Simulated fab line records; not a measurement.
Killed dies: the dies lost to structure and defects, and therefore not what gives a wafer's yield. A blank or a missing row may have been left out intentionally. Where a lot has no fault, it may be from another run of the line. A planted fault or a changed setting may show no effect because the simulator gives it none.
fab line records | flow n5-finfet
[record] lots = 6 wafers = 18 last-day = 17
route steps=1938 shown MOL_CONTACT_COAG@533 PASSIVATION@1936
lots that met no fault: taken from a fault-free run of the same line
start-h: hours from the record's first day to the start of the lot's first wafer shown | wait-h: time in hours since the lot's previous step | " the same as in the row above | L1.1+2: several wafers, shown together as one row | - no value, or no start given | * or withheld: withheld | < > ~ a bound
route shown NAME@n: a module of which the file shows steps, and the number in the route of the first | usual: mean/standard deviation taken from wafers without a fault | same: alike in all rows | chamber/n: place in a boat | sites: readings site by site | _std_site: standard deviation across them | _edge_site: inner sites' mean taken away from outer sites' mean | radius-mm: for every site, how far away it sits from the centre of the wafer | mask NAME#n: copy n | behind: the most recent tool/chamber to have shaped the wafer | hold: what put the lot on hold/how long, in hours/how the hold closed | device: names the non-switching transistor (n, p or np) | end of line: the route-end tests of the same wafers | a step without rows: its recipe alone | killed: not the wafer's yield, but the dies lost to structure and defects at the first sort | map: dies across one wafer; x = killed, . = not, _ = none there
set.NAME: the setting as run; set.NAME@STEP: as run at that earlier step | model.NAME: the simulator's own value behind a step, which no gauge read
certain route steps with their lots: each step a table, each wafer a row
services: the hour from which a tool's chamber was out of use, counted from the record's first day as start-h (under 0 if before that day), plus the number of hours and why
[[steps]]
[step N5_MOL_CONTACT_COAG_STRIP_107]
[recipe] chemistry = N2/H2 temp-c = 40 n2-flow-sccm = 200 h2-flow-sccm = 200 rf-frequency-hz = 6e+07
[step N5_MOL_CONTACT_COAG_STRIP_108]
[recipe] chemistry = N2/H2 temp-c = 40 n2-flow-sccm = 200 h2-flow-sccm = 200 rf-frequency-hz = 6e+07
[step N5_MOL_CONTACT_COAG_CONTACT_ETCH_14]
[recipe] chemistry = C4F6/O2 target = SiO2 target-depth-a = 275 overetch-a = 85 mask-material = SOC pressure-mtorr = 30 source-w = 370 bias-w = 185 Ar_flow_sccm = 300 C4F6_flow_sccm = 16 O2_flow_sccm = 10 time-s = 20 ion-energy-ev = 259.6
[usual] O2_flow_sccm = 9.99/0.03 drypump-motor-current-A = 5.7/0.31 oes_ar_750_au = 0.76/0.066 oes_f_703_au = 0.76/0.068 oes-product-au = 0.64/0.055 rf-vpp-V = 693/3.4 showerhead-plenum-p-Torr = 2.89/0.097 throttle-valve-pct = 21.29/0.23
// columns lot.wafer tool chamber start-h wait-h O2_flow_sccm drypump-motor-current-A oes_ar_750_au oes_f_703_au oes-product-au rf-hours-counter-h rf-vpp-V showerhead-plenum-p-Torr throttle-valve-pct
L457.1 rie-diel-03 1 91.29 0.0 9.99 5.3 0.74 0.76 0.62 160 695 2.97 21.16
L457.5 " 3 " " 9.93 5.9 0.91 0.91 0.77 - 697 3.03 21.01
L457.6 " 2 " " 10.01 6.1 0.74 0.75 0.62 - 691 2.86 21.09
L459.4 rie-diel-03 3 108.66 0.0 9.98 5.9 0.90 0.92 0.76 28 697 3.03 21.02
L459.5 " 0 " " 10.00 5.6 0.80 0.80 0.67 - 689 2.78 21.27
L459.6 " 3 " " 9.99 5.9 0.89 0.91 0.77 - 699 3.03 21.02
L460.1 rie-diel-03 1 110.54 0.0 9.96 5.3 0.74 0.76 0.61 165 695 2.97 21.17
L460.4 " 0 " " 9.92 5.6 0.80 0.80 0.67 125 690 2.78 21.26
L460.5 " 1 " " 9.93 5.3 0.74 0.76 0.61 - 696 2.97 21.18
L467.4 rie-diel-06 0 153.81 0.0 10.00 5.8 0.75 0.76 0.64 167 696 2.99 21.40
L467.5 " 3 " " 9.95 5.3 0.74 0.73 0.63 - 687 2.75 20.95
L467.6 " 2 " " 10.03 6.3 0.71 0.71 0.60 - 688 2.74 21.61
L472.1 rie-diel-02 0 183.01 0.0 10.02 5.6 0.69 0.67 0.60 217 692 2.85 21.15
L472.2 " 1 " " 10.00 5.9 0.72 0.73 0.62 214 695 2.95 21.41
L472.6 " 0 " " 9.99 5.6 0.68 0.68 0.60 - 691 2.85 21.15
L477.2 rie-diel-02 0 212.94 0.0 9.95 5.7 0.68 0.67 0.59 227 691 2.84 21.19
L477.4 " 3 " " 10.09 5.6 0.72 0.73 0.61 219 691 2.84 21.76
L477.5 " 2 " " 10.00 5.4 0.72 0.74 0.60 - 692 2.84 21.21
[step N5_MOL_CONTACT_COAG_STRIP_109]
[recipe] chemistry = C4F6/O2 resist = SiARC rf-frequency-hz = 6e+07
[step N5_MOL_CONTACT_COAG_ETCH_15]
[recipe] chemistry = CH3F/O2 target = SiNx target-depth-a = 70 mask-material = SOC stop-on = Si:P over-etch-frac = 0.75 ion-energy-ev = 120 pressure-mtorr = 30 source-w = 395 bias-w = 73 Ar_flow_sccm = 150 CH3F_flow_sccm = 30 O2_flow_sccm = 20
[step N5_MOL_CONTACT_COAG_ETCH_110]
[recipe] chemistry = CF4/O2 target = Si target-depth-a = 25 time-s = 8 pressure-mtorr = 100 source-w = 200 bias-w = 12 ion-energy-ev = 60 Ar_flow_sccm = 100 cf4-flow-sccm = 100 O2_flow_sccm = 10
[step N5_MOL_CONTACT_COAG_STRIP_98]
[recipe] chemistry = N2/H2 power-w = 500 temp-c = 40 pressure-mtorr = 50 rf-frequency-hz = 6e+07 overash-fraction = 0.3 bias-power-w = 8 h2-frac = 0.5 n2-flow-sccm = 300 h2-flow-sccm = 300
[usual] bias-power-w = 7.997/0.023 drypump-motor-current-A = 5.7/0.32 oes-product-au = 0.75/0.068 power-w = 499.8/1.4 rf-vpp-V = 54.2/1.5 showerhead-plenum-p-Torr = 3.38/0.12 temp-c = 39.99/0.11 throttle-valve-pct = 19.11/0.29
// columns lot.wafer tool chamber start-h wait-h bias-power-w drypump-motor-current-A oes-product-au power-w rf-hours-counter-h rf-vpp-V showerhead-plenum-p-Torr temp-c throttle-valve-pct
L457.1 rie-diel-03 1 91.44 0.0 8.020 5.3 0.72 499.6 160 52.7 3.49 39.89 19.01
L457.5 " 3 " " 8.000 5.9 0.91 500.4 - 53.2 3.57 39.99 19.02
L457.6 " 2 " " 8.048 6.1 0.72 498.7 - 54.0 3.34 39.95 19.29
L459.4 rie-diel-03 3 108.80 0.0 7.993 5.9 0.90 497.3 28 53.4 3.56 40.20 19.04
L459.5 " 0 " " 8.016 5.6 0.80 497.8 - 54.0 3.26 39.92 19.50
L459.6 " 3 " " 8.017 5.9 0.90 497.2 - 54.7 3.56 40.13 19.04
L460.1 rie-diel-03 1 110.68 0.0 8.005 5.3 0.73 498.9 165 54.1 3.48 39.94 19.01
L460.4 " 0 " " 7.941 5.6 0.80 497.5 125 54.8 3.26 40.12 19.56
L460.5 " 1 " " 8.045 5.3 0.72 501.4 - 55.2 3.49 39.86 19.02
L467.4 rie-diel-06 0 153.96 0.0 8.010 5.8 0.75 501.4 167 54.0 3.50 39.96 19.08
L467.5 " 3 " " 8.003 5.3 0.76 501.3 - 54.4 3.22 40.15 18.71
L467.6 " 2 " " 8.004 6.3 0.72 498.6 - 54.0 3.18 39.98 19.02
L472.1 rie-diel-02 0 183.15 0.0 8.000 5.7 0.69 500.8 217 55.1 3.31 40.07 18.64
L472.2 " 1 " " 7.981 5.9 0.71 499.2 214 52.6 3.46 40.09 19.49
L472.6 " 0 " " 7.978 5.7 0.70 501.4 - 53.8 3.31 40.11 18.64
L477.2 rie-diel-02 0 213.08 0.0 7.982 5.6 0.67 498.8 227 52.8 3.31 40.00 18.67
L477.4 " 3 " " 7.985 5.6 0.72 499.9 219 51.4 3.31 39.87 19.36
L477.5 " 2 " " 8.040 5.4 0.70 501.1 - 54.1 3.32 39.95 18.83
[step N5_MOL_CONTACT_COAG_CD_MEAS_99]
[recipe] target-cd-nm = 17.2 polarity = opening
[usual] cd-nm = 17.4/0.34
// columns lot.wafer tool chamber start-h wait-h cd-nm
L457.1 cd-sem-01 - 91.51 - 17.9
L457.5 " - " " 17.3
L457.6 " - " " 17.1
L459.4 cd-sem-02 - 108.88 - 17.3
L459.5 " - " " 17.7
L459.6 " - " " 17.2
L460.1 cd-sem-03 - 110.75 - 17.4
L460.4 " - " " 17.3
L460.5 " - " " 17.4
L467.4 cd-sem-02 - 154.03 - 17.6
L467.5 " - " " 17.3
L467.6 " - " " 16.8
L472.1 cd-sem-03 - 183.22 - 17.1
L472.2 " - " " 17.4
L472.6 " - " " 17.4
L477.2 cd-sem-01 - 213.15 - 17.5
L477.4 " - " " 17.2
L477.5 " - " " 17.2
[step N5_MOL_CONTACT_COAG_IMPLANT_129]
[recipe] species = Ge energy-kev = 3 dose-cm2 = 6e+14 tilt-deg = 0 rotation-deg = 0
[step N5_MOL_CONTACT_COAG_PRECLEAN_111]
[recipe] chemistry = NF3:NH3 afs-cycles = 1 temp-c = 30 time-s = 20 sublimation-temp-c = 180 sublimation-time-s = 60 pressure-torr = 3 rf-power-w = 30
[step N5_MOL_CONTACT_COAG_TI_SIL_19]
[recipe] material = Ti target-thk-a = 42 temp-c = 200 chamber-pressure-pa = 5 power-w = 5000 time-s = 15
[usual] substrate-temp-c = 200.00/0.17 throttle-valve-pct = 30.1/0.62
// columns lot.wafer tool chamber start-h wait-h substrate-temp-c throttle-valve-pct
L457.1 pvd-sputter-01 - 91.99 0.2 200.02 30.1
L457.5 " - " " 199.87 30.5
L457.6 " - " " 199.95 30.2
L459.4 pvd-sputter-03 - 109.39 0.1 200.11 30.6
L459.5 " - " " 200.18 30.5
L459.6 " - " " 199.97 30.1
L460.1 pvd-sputter-01 - 111.96 0.3 200.24 30.4
L460.4 " - " " 199.69 30.0
L460.5 " - " " 200.00 29.5
L467.4 pvd-sputter-03 - 154.53 0.1 199.97 29.8
L467.5 " - " " 199.97 30.6
L467.6 " - " " 200.05 30.6
L472.1 pvd-sputter-02 - 183.84 0.3 200.02 30.2
L472.2 " - " " 199.76 30.6
L472.6 " - " " 200.00 30.1
L477.2 pvd-sputter-02 - 213.62 0.1 199.76 30.1
L477.4 " - " " 199.61 30.7
L477.5 " - " " 199.92 30.8
[step N5_MOL_CONTACT_COAG_ALD_20]
[recipe] material = TiN target-thk-a = 15 temp-c = 400 ald-precursor-family = TiCl4 ald-co-reactant = NH3 pulse-time-s = 1 purge-time-s = 3 co-reactant-purge-time-s = 2 co-reactant-pulse-time-s = 2 ald-cycles = 68 pressure-torr = 3
[usual] heater-power-outer-w = 533/63 heater-power-w = 883/110 precursor-pulse-height-rel = 0.999/0.022
// columns lot.wafer tool chamber start-h wait-h heater-power-outer-w heater-power-w precursor-pulse-height-rel
L457.1 ald-metal-02 0 92.11 0.1 659 1049 0.983
L457.5 " 3 " " 533 879 0.975
L457.6 " 0 " " 639 1063 0.986
L459.4 ald-metal-02 1 109.51 0.1 456 734 0.973
L459.5 " 2 " " 536 888 1.020
L459.6 " 3 " " 514 874 1.012
L460.1 ald-metal-02 0 112.08 0.1 649 1058 1.002
L460.4 " 3 " " 514 881 0.986
L460.5 " 3 " " 515 866 0.990
L467.4 ald-metal-02 0 154.66 0.1 622 1079 1.032
L467.5 " 2 " " 547 894 0.997
L467.6 " 1 " " 452 738 0.996
L472.1 ald-metal-02 1 183.96 0.1 458 738 0.977
L472.2 " 3 " " 517 886 0.990
L472.6 " 1 " " 461 746 0.986
L477.2 ald-metal-03 3 213.74 0.1 538 989 1.003
L477.4 " 1 " " 474 837 1.009
L477.5 " 3 " " 565 927 1.033
[step N5_MOL_CONTACT_COAG_SIL_ANNEAL_21]
[recipe] temp-c = 550 time-s = 60 ambient = N2
[usual] lamp-power-pct = 6.38/0.17 lamp_zone_1_pct = 6.38/0.16 wafer_temp_C_max = 552.6/0.53
// columns lot.wafer tool chamber start-h wait-h lamp-power-pct lamp_zone_1_pct wafer_temp_C_max
L457.1 rtp-anneal-02 0 92.49 0.2 6.52 6.52 553.1
L457.5 " 0 " " 6.53 6.51 552.2
L457.6 " 0 " " 6.52 6.51 552.4
L459.4 rtp-anneal-01 - 110.11 0.4 - - -
L459.5 " - " " - - -
L459.6 " - " " - - -
L460.1 rtp-anneal-01 - 112.48 0.2 - - -
L460.4 " - " " - - -
L460.5 " - " " - - -
L467.4 rtp-anneal-02 0 155.12 0.3 6.52 6.52 551.9
L467.5 " 0 " " 6.53 6.53 552.5
L467.6 " 0 " " 6.52 6.52 552.9
L472.1 rtp-anneal-02 0 184.34 0.2 6.52 6.52 553.4
L472.2 " 0 " " 6.52 6.53 552.9
L472.6 " 0 " " 6.52 6.52 552.5
L477.2 rtp-anneal-01 0 214.16 0.2 6.19 6.19 553.3
L477.4 " 0 " " 6.18 6.19 553.0
L477.5 " 0 " " 6.19 6.19 553.6
[step N5_MOL_CONTACT_COAG_PRE_CLEAN_141]
[recipe] gas = H2/He time-s = 60 temp-c = 300
[usual] heater-power-w = 450/48
// columns lot.wafer tool chamber start-h wait-h heater-power-w
L457.1 pvd-sputter-01 - 93.17 0.7 447
L457.5 " - " " 452
L457.6 " - " " 438
L459.4 pvd-sputter-01 - 112.16 2.0 452
L459.5 " - " " 458
L459.6 " - " " 481
L460.1 pvd-sputter-01 - 113.06 0.5 450
L460.4 " - " " 449
L460.5 " - " " 446
L467.4 pvd-sputter-02 - 155.36 0.2 404
L467.5 " - " " 398
L467.6 " - " " 498
L472.1 pvd-sputter-01 - 184.63 0.3 478
L472.2 " - " " 436
L472.6 " - " " 446
L477.2 pvd-sputter-01 - 215.34 1.1 440
L477.4 " - " " 448
L477.5 " - " " 452
[step N5_PASSIVATION_PROBE_49]
[usual] killed_at_M0_to_M3 = 34/12 killed_at_M4_up = 12/4.9 killed-at-contacts = 13/7.2 killed-at-front-end = 39/12 killed-at-other = 3.7/2.9 killed-dies = 101/18 killed-open = 67/14 killed-short = 33/7.2
[same] gross-dies = 1180 killed-at-back-side = 0
// columns lot.wafer tool chamber start-h wait-h killed_at_M0_to_M3 killed_at_M4_up killed-at-contacts killed-at-front-end killed-at-other killed-dies killed-open killed-short
L457.1 prober-02 - 283.79 0.0 27 10 2 48 6 93 63 29
L457.5 prober-02 - 283.99 0.2 17 5 8 56 9 95 65 29
L457.6 prober-02 - 284.04 0.3 18 4 9 47 4 82 50 31
L459.4 prober-02 - 298.95 0.2 53 15 17 33 0 118 84 33
L459.5 prober-02 - 299.00 0.2 41 15 11 36 2 105 64 41
L459.6 prober-02 - 299.05 0.3 30 12 20 25 0 87 56 30
L460.1 prober-01 - 299.28 0.0 23 16 7 48 5 99 53 42
L460.4 prober-01 - 299.43 0.2 20 14 7 57 7 105 65 40
L460.5 prober-01 - 299.48 0.2 14 9 24 35 4 86 63 23
L467.4 prober-02 - 356.76 0.2 31 12 17 34 4 98 63 33
L467.5 prober-02 - 356.81 0.2 15 16 18 24 1 74 55 18
L467.6 prober-02 - 356.86 0.3 33 14 16 24 2 89 62 26
L472.1 prober-02 - 367.31 0.0 28 20 16 37 2 103 74 29
L472.2 prober-02 - 367.36 0.1 36 19 11 32 2 100 60 39
L472.6 prober-02 - 367.56 0.3 26 22 18 37 3 106 70 35
L477.2 prober-01 - 398.19 0.2 32 16 14 52 0 114 79 32
L477.4 prober-01 - 398.29 0.3 32 10 12 42 0 96 68 27
L477.5 prober-01 - 398.34 0.3 35 13 19 58 2 127 86 39
// killed by level:class
L457.1 FIN_SAQP:geometric-particle:short=12 BEOL_M3:geometric-particle:open=9 FIN_SAQP:geometric-particle:open=8 BEOL_M2:geometric-particle:open=8 STI_FIN_REVEAL:geometric-particle:open=7 BEOL_M8:geometric-particle:open=5 STI_FIN_REVEAL:geometric-particle:short=5 DUMMY_GATE:geometric-particle:open=5
L457.5 FIN_SAQP:geometric-particle:open=17 STI_FIN_REVEAL:geometric-particle:open=12 MOL_CONTACT_COAG:geometric-particle:open=6 BEOL_M0_SAQP:geometric-particle:short=6 FIN_SAQP:geometric-particle:short=5 BEOL_M0_SAQP:geometric-particle:open=5 PAD_METAL:geometric-particle:open=5 DUMMY_GATE:geometric-particle:open=4
L457.6 FIN_SAQP:geometric-particle:short=9 FIN_SAQP:geometric-particle:open=9 BEOL_M0_SAQP:geometric-particle:short=8 MOL_CONTACT_COAG:geometric-particle:open=7 STI_FIN_REVEAL:geometric-particle:open=6 GATE_CUT:geometric-particle:short=5 GATE_CUT:geometric-particle:open=5 DUMMY_GATE:geometric-particle:open=4
L459.4 BEOL_M0_SAQP:geometric-particle:open=16 BEOL_M0_SAQP:geometric-particle:short=14 MOL_CONTACT_COAG:geometric-particle:open=13 BEOL_M3:geometric-particle:open=9 STI_FIN_REVEAL:geometric-particle:open=7 BEOL_M2:geometric-particle:open=7 BEOL_M4:geometric-particle:open=7 STI_FIN_REVEAL:geometric-particle:short=4
L459.5 BEOL_M0_SAQP:geometric-particle:open=10 BEOL_M0_SAQP:geometric-particle:short=9 BEOL_M2:geometric-particle:open=9 MOL_CONTACT_COAG:geometric-particle:short=7 STI_FIN_REVEAL:geometric-particle:open=6 DUMMY_GATE:geometric-particle:open=6 STARTING-WAFER:geometric-particle:short=6 BEOL_M3:geometric-particle:open=5
L459.6 MOL_CONTACT_COAG:geometric-particle:open=13 BEOL_M4:geometric-particle:open=7 MOL_CONTACT_COAG:geometric-particle:short=6 BEOL_M0_SAQP:geometric-particle:open=6 BEOL_M0_SAQP:geometric-particle:short=6 DUMMY_GATE:geometric-particle:open=5 GATE_CUT:geometric-particle:short=4 BEOL_M1:geometric-particle:open=4
L460.1 FIN_SAQP:geometric-particle:short=19 FIN_SAQP:geometric-particle:open=10 BEOL_M1:geometric-particle:short=8 MOL_CONTACT_COAG:geometric-particle:open=7 BEOL_M4:geometric-particle:open=5 ILD0:geometric-particle:open=5 DUMMY_GATE:geometric-particle:open=4 BEOL_M2:geometric-particle:open=4
L460.4 FIN_SAQP:geometric-particle:open=19 STI_FIN_REVEAL:geometric-particle:open=9 ILD0:geometric-particle:short=9 FIN_SAQP:geometric-particle:short=8 BEOL_M4:geometric-particle:open=8 BEOL_M0_SAQP:geometric-particle:short=5 STI_FIN_REVEAL:geometric-particle:short=4 MOL_CONTACT_COAG:geometric-particle:open=4
L460.5 MOL_CONTACT_COAG:geometric-particle:open=20 FIN_SAQP:geometric-particle:open=12 STI_FIN_REVEAL:geometric-particle:open=8 FIN_SAQP:geometric-particle:short=4 GATE_CUT:geometric-particle:short=4 MOL_CONTACT_COAG:geometric-particle:short=4 BEOL_M4:geometric-particle:open=4 BEOL_M0_SAQP:geometric-particle:short=3
L467.4 MOL_CONTACT_COAG:geometric-particle:open=17 FIN_SAQP:geometric-particle:open=8 BEOL_M0_SAQP:geometric-particle:open=8 BEOL_M0_SAQP:geometric-particle:short=6 BEOL_M1:geometric-particle:open=6 FIN_SAQP:geometric-particle:short=5 BEOL_M4:geometric-particle:open=4 STI_FIN_REVEAL:geometric-particle:open=4
L467.5 MOL_CONTACT_COAG:geometric-particle:open=13 STI_FIN_REVEAL:geometric-particle:open=11 MOL_CONTACT_COAG:geometric-particle:short=5 BEOL_M4:geometric-particle:open=5 BEOL_M5:geometric-particle:open=5 BEOL_M0_SAQP:geometric-particle:open=4 FIN_SAQP:geometric-particle:open=3 GATE_CUT:geometric-particle:short=3
L467.6 MOL_CONTACT_COAG:geometric-particle:open=14 BEOL_M1:geometric-particle:open=6 BEOL_M0_SAQP:geometric-particle:short=5 BEOL_M3:geometric-particle:open=5 FIN_SAQP:geometric-particle:open=4 STI_FIN_REVEAL:geometric-particle:open=4 DUMMY_GATE:geometric-particle:open=4 BEOL_M0_SAQP:geometric-particle:open=4
L472.1 MOL_CONTACT_COAG:geometric-particle:open=13 BEOL_M4:geometric-particle:open=11 BEOL_M3:geometric-particle:open=8 BEOL_M2:geometric-particle:open=7 FIN_SAQP:geometric-particle:open=6 STI_FIN_REVEAL:geometric-particle:open=5 FIN_SAQP:geometric-particle:short=4 ILD0:geometric-particle:open=4
L472.2 BEOL_M2:geometric-particle:open=11 BEOL_M0_SAQP:geometric-particle:short=7 STI_FIN_REVEAL:geometric-particle:open=6 MOL_CONTACT_COAG:geometric-particle:open=6 BEOL_M0_SAQP:geometric-particle:open=6 BEOL_M4:geometric-particle:open=6 MOL_CONTACT_COAG:geometric-particle:short=5 FIN_SAQP:geometric-particle:short=4
L472.6 MOL_CONTACT_COAG:geometric-particle:open=14 BEOL_M4:geometric-particle:open=13 DUMMY_GATE:geometric-particle:open=8 FIN_SAQP:geometric-particle:open=7 BEOL_M0_SAQP:geometric-particle:short=7 BEOL_M2:geometric-particle:open=7 FIN_SAQP:geometric-particle:short=6 GATE_CUT:geometric-particle:short=5
L477.2 FIN_SAQP:geometric-particle:open=16 FIN_SAQP:geometric-particle:short=14 MOL_CONTACT_COAG:geometric-particle:open=13 BEOL_M1:geometric-particle:open=9 BEOL_M4:geometric-particle:open=7 DUMMY_GATE:geometric-particle:open=6 BEOL_M0_SAQP:geometric-particle:open=6 STI_FIN_REVEAL:geometric-particle:open=5
L477.4 FIN_SAQP:geometric-particle:open=17 FIN_SAQP:geometric-particle:short=11 BEOL_M1:geometric-particle:open=10 MOL_CONTACT_COAG:geometric-particle:open=9 BEOL_M0_SAQP:geometric-particle:open=6 ILD0:geometric-particle:open=4 BEOL_M0_SAQP:geometric-particle:short=4 BEOL_M2:geometric-particle:open=4
L477.5 FIN_SAQP:geometric-particle:open=14 MOL_CONTACT_COAG:geometric-particle:open=14 FIN_SAQP:geometric-particle:short=12 BEOL_M0_SAQP:geometric-particle:open=9 BEOL_M2:geometric-particle:open=7 BEOL_M1:geometric-particle:open=6 STI_FIN_REVEAL:geometric-particle:open=5 MOL_CONTACT_COAG:geometric-particle:short=5
[[services]]
// columns tool chamber start-h hours kind
rie-diel-02 2 69.19 10.5 repair
pvd-sputter-02 - 88.10 1.0 repair
rie-diel-06 3 119.33 22.6 repair
rie-diel-02 1 146.47 3.9 repair
pvd-sputter-01 - 151.43 3.4 repair
rie-diel-06 2 165.55 - clean
rie-diel-06 2 165.55 - consumable-replace:focus-ring
rie-diel-06 2 165.55 - consumable-replace:showerhead
rie-diel-06 2 165.55 25.6 scheduled-down
rie-diel-06 2 165.55 25.6 vent-cycle
rie-diel-02 3 185.18 6.4 repair
[[key]]
[first-sign] step = N5_MOL_CONTACT_COAG_SIL_ANNEAL_21 reading = tool-record direction = missing
effect none on later readings
met-at N5_MOL_CONTACT_COAG_SIL_ANNEAL_21
struck-wafers L459.4,L459.5,L459.6,L460.1,L460.4,L460.5
tester-left-out L459,L460
[fault] kind = skipped-step-whole tool = rtp-anneal-01 chamber = - onset-h = 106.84 steps = N5_MOL_CONTACT_COAG_SIL_ANNEAL_21 scope = struck-lots-only
// tester-left-out: of these lots the tester's yield and bins aren't shown, on N5 and GAA mostly nor the transistor test; their killed dies are dies lost to structure and defects alone, not to doping, threshold or leakage, so they don't give the yield
